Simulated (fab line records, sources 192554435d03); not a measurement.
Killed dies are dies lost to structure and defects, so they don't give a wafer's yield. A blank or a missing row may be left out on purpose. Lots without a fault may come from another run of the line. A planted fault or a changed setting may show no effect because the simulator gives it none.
A struck lot beside a sound one | flow n5_finfet | 41 steps out of a route of 1938
Sound: wafers L433.1, L433.3, L433.4. Struck: wafers L443.2, L443.4, L443.6. The cause comes at the end.
At each step with rows: each side's tool, then ch and its chambers, then its first start. Under that, the readings that differ: sound wafers | struck wafers | difference of the means | sigmas: that difference in standard deviations of wafers without a fault.
alike: readings whose means differ by less than 2 such deviations, and words and numbers that are the same on both sides. not compared: withheld readings, readings that some wafer has no value for, bounds like >300 that may hide the same value, and numbers for which the record gives no deviation and whose values overlap.
The two part at a step that has a row with sigmas, a row that says differs or no value, or rows on one side only. Numbers that don't overlap but have no deviation are shown without sigmas and don't part them. A reading that every wafer of one side lacks parts them only if that side has two wafers or more.

first, 9 steps without rows for these wafers: N5_BEOL_M4_ANNEAL_95 (time 240 s); N5_BEOL_M4_SPUTTER_96 (material Cu, target thk 4.5 nm, time 8.29 s); N5_BEOL_M4_ECD_50 (material Cu, target thk 300 nm); N5_BEOL_M4_ANNEAL_51 (time 90 s); N5_BEOL_M4_CMP_52 (polishes, stops on SiOC, t overpolish 6.8 s, target thk 40 nm); N5_BEOL_M4_PRE_CLEAN_60 (time 15 s); N5_BEOL_M4_CO_CAP_55 (material Co, precursor CCTBA/H2, target thk 2 nm, time 102.1 s); N5_BEOL_M4_PRE_CLEAN_56 (time 15 s); N5_BEOL_M4_DEP_57 (deposits SiCN from 3MS/NH3, target thk 8 nm, time 14 s).
N5_BEOL_M4_RC_MEAS_101:
  sound on prober-02 ch 0, day 9 15:42; struck on prober-01 ch 0, day 12 09:55
  alike: DIBL_N, DIBL_P, IOFF_N, IOFF_P, ION_N, ION_P, SS_N, SS_P, VT_N, VT_P
then, 24 steps without rows for these wafers: N5_BEOL_M5_ILD_DEP_00 (deposits SiCOH lowk from DEMS/porogen, target thk 140.64 nm, time 25.9 s); N5_BEOL_M5_CURE_79 (cures SiCOH lowk, time 240 s); N5_BEOL_M5_PECVD_70 (deposits SiO2 from TEOS/O2, target thk 16 nm, time 18 s); N5_BEOL_M5_HM_DEP_02 (deposits TiN, target thk 20 nm); N5_BEOL_M5_COAT_59 (time 60 s, resist thk 60 nm); N5_BEOL_M5_COAT_60 (time 60 s, resist thk 12 nm); N5_BEOL_M5_COAT_71 (time 60 s, resist thk 5 nm); N5_BEOL_M5_COAT_05 (resist thk 30 nm); N5_BEOL_M5_EBR_07; N5_BEOL_M5_SOFTBAKE_06 (time 60 s); N5_BEOL_M5_EXPOSE_08 (exposes mask M5, target cd 28 nm); N5_BEOL_M5_PEB_09 (peb time 60 s); N5_BEOL_M5_DEVELOP_10 (develop time 30 s); N5_BEOL_M5_DESCUM_16 (chemistry O2, time 7 s); N5_BEOL_M5_ETCH_72 (etches underlayer in N2/H2, target depth 6.5 nm, time 5.2 s); N5_BEOL_M5_ETCH_61 (etches SiARC in CF4, target depth 15.6 nm, time 26 s); N5_BEOL_M5_ETCH_62 (etches SOC in N2/H2, target depth 75 nm, overetch 15 nm, time 112.5 s); N5_BEOL_M5_STRIP_63 (strips in N2/H2); N5_BEOL_M5_STRIP_73 (strips in N2/H2); N5_BEOL_M5_STRIP_64 (strips in CF4); N5_BEOL_M5_HM_OPEN_17 (chemistry Cl2/BCl3, target TiN, target depth 20 nm, overetch 6 nm); N5_BEOL_M5_STRIP_19 (strips in O2); N5_BEOL_M5_COAT_65 (time 60 s, resist thk 60 nm); N5_BEOL_M5_COAT_66 (time 60 s, resist thk 12 nm).
-- the record jumps here: 2 days lie between the struck wafers' starts before and after (it left off in module BEOL_M5 and takes up again in module BEOL_M10, whose first step shown is number 1480 of the route) --
N5_BEOL_M10_EXPOSE_08: exposes mask M10.
  sound on arfi_scanner-01 ch 0, day 11 18:24; struck on arfi_scanner-01 ch 0, day 14 12:37
  reading              | sound             | struck            | difference | sigmas
  exposure_dose_mJ_cm2 | 53.68 53.72 53.67 | 62.55 62.45 62.57 | +8.83      | +99 or more
  alike: mask, stage_vel_mm_s
N5_BEOL_M10_CD_MEAS_11: target cd 64.1 nm.
  sound on cd_sem-02 ch 0, day 11 18:31; struck on cd_sem-01 ch 0, day 14 12:44
  reading    | sound          | struck         | difference | sigmas
  cd_nm (nm) | 63.8 63.7 64.3 | 72.7 73.5 73.6 | +9.3       | +19
N5_BEOL_M10_ETCH_61: etches SiARC in CF4, target depth 39 nm, time 65 s.
  sound on rie_diel-01 ch 0,2,3, day 11 18:39; struck on rie_diel-06 ch 0,1,2, day 14 12:52
  reading                          | sound   | struck      | difference | sigmas
  model.BEOL_M10.cd_offset_nm (nm) | 0 0 0.2 | 8.8 9.4 9.4 | +9.1       |
  alike: drypump_motor_current_A, etch_rf_on_time_s, oes_product_au, rf_vpp_V, showerhead_plenum_p_Torr, throttle_valve_pct
  not compared: rf_hours_counter_h
N5_BEOL_M10_HM_OPEN_17: chemistry Cl2/BCl3, target TiN, target depth 20 nm, overetch 6 nm.
  sound on rie_metal-02 ch 0,1, day 11 18:53; struck on rie_metal-01 ch 0,1, day 14 13:06
  reading                          | sound      | struck      | difference | sigmas
  model.BEOL_M10.cd_offset_nm (nm) | -0.2 0 0.4 | 8.8 9.6 9.4 | +9.2       |
  alike: drypump_motor_current_A, oes_product_au, throttle_valve_pct
  not compared: rf_hours_counter_h
N5_BEOL_M10_CD_MEAS_18: pitch 140 nm, target cd 70 nm.
  sound on cd_sem-02, day 11 19:04; struck on cd_sem-02, day 14 13:17
  reading    | sound          | struck         | difference | sigmas
  cd_nm (nm) | 69.6 69.9 70.3 | 78.8 80.1 79.5 | +9.5       | +19
N5_BEOL_M15_RC_MEAS_101:
  sound on prober-02 ch 0, day 13 05:31; struck on prober-02 ch 0, day 16 01:02
  reading           | sound             | struck            | difference | sigmas
  SERP_M10 (ohm/um) | 2.99 2.98 2.98    | 2.54 2.49 2.64    | -0.43      | -6
  SERP_M13 (ohm/um) | 0.294 0.301 0.299 | 0.309 0.316 0.308 | +0.013     | +2
  alike: COMB_M10, COMB_M11, COMB_M12, COMB_M13, COMB_M14, COMB_M15, COMB_M15_max_site, COMB_M5, COMB_M6, COMB_M7, COMB_M8, COMB_M9, SERP_M11, SERP_M12, SERP_M14, SERP_M5, SERP_M5_max_site, SERP_M6, SERP_M7, SERP_M8, SERP_M8_max_site, SERP_M9
N5_PASSIVATION_PROBE_49:
  sound on prober-01, day 13 21:34; struck on prober-02, day 16 17:59
  reading                  | sound          | struck         | difference | sigmas
  defect_limited_yield (%) | 93.1 92.2 93.6 | 80.8 73.1 74.8 | -16.7      | -12
  killed_at_M4_up          | 9 6 13         | 106 220 211    | +170       | +34
  killed_dies              | 81 92 75       | 227 318 297    | +198       | +12
  killed_on_rim            | 6 20 8         | 55 95 89       | +68        | +17
  sort_n_pass              | 1099 1088 1105 | 953 862 883    | -198       | -12
  sort_yield_pct (%)       | 93.1 92.2 93.6 | 80.8 73.1 74.8 | -16.7      | -12
  alike: killed_at_M0_to_M3, killed_at_contacts, killed_at_front_end, killed_at_other, killed_open, killed_short, sort_bin_5_function, sort_bin_6_memory

WHERE THEY PART
First at N5_BEOL_M10_EXPOSE_08; last, within this record, at N5_PASSIVATION_PROBE_49.

WHY: what the simulator had put in
Process parameter drift: arfi_scanner-01, from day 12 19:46 on, at N5_BEOL_M10_EXPOSE_08. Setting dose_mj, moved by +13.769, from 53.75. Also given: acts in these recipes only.
